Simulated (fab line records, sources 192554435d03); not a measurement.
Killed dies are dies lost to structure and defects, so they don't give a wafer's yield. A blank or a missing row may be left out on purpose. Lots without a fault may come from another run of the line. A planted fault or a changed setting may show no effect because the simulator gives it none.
Which tool did it? | flow n5_finfet | 12 lots, 34 wafers sampled, at 1 step of a route of 1938

WHAT THE GAUGES READ, wafer by wafer
N5_BEOL_M12_OVL_MEAS_29. Usual: M12_OVL 0 nm, standard deviation 5.1.
lot  | measured     | on         | M12_OVL (nm) | flag
L263 | day 11 12:10 | overlay-01 | -1 5 -5      |
L266 | day 12 06:52 | overlay-02 | 2 4 3        |
L264 | day 12 09:55 | overlay-01 | 6 12 6       |
L269 | day 12 15:11 | overlay-02 | -7 -2 -2     |
L265 | day 12 21:58 | overlay-02 | 1 1          |
L270 | day 13 04:14 | overlay-01 | 4 3          |
L273 | day 13 18:36 | overlay-02 | 11 9 15      |
L277 | day 15 04:37 | overlay-02 | 3 4 8        |
L282 | day 15 21:03 | overlay-02 | -9 -5 -9     |
L283 | day 16 17:11 | overlay-01 | -1 -7 0      |
L285 | day 17 04:38 | overlay-01 | 2 -3 -1      |
L284 | day 17 04:47 | overlay-01 | -5 -5 -7     |

WHICH TOOL RAN EACH LOT (tool, then ch and the chambers of the sampled wafers, then the start)
The record holds no process step before these readings.

WHAT THE TOOLS THEMSELVES READ (means of the sampled wafers that have a number; where no wafer has one, the mark that the record gives instead)
The record holds no such reading with a usual standard deviation.

THE ANSWER, worked out from the rows above alone
Rule: a lot is off if the mean of its wafers that have a number lies more than 3 standard deviations from the usual mean. A lot without any number at a reading at which 4 lots or more have one is off too. The other lots that the step has rows for count as sound. The gauges are gone through in route order, then the tools' own readings, and for those a lot's mean is taken as printed above. The first step at which some lot is off is used, and at that step the reading that is off furthest; a lot without a number counts as furthest.
No lot is off at any reading shown: from this, nothing can be told.

WHAT THE SIMULATOR HAD PUT IN
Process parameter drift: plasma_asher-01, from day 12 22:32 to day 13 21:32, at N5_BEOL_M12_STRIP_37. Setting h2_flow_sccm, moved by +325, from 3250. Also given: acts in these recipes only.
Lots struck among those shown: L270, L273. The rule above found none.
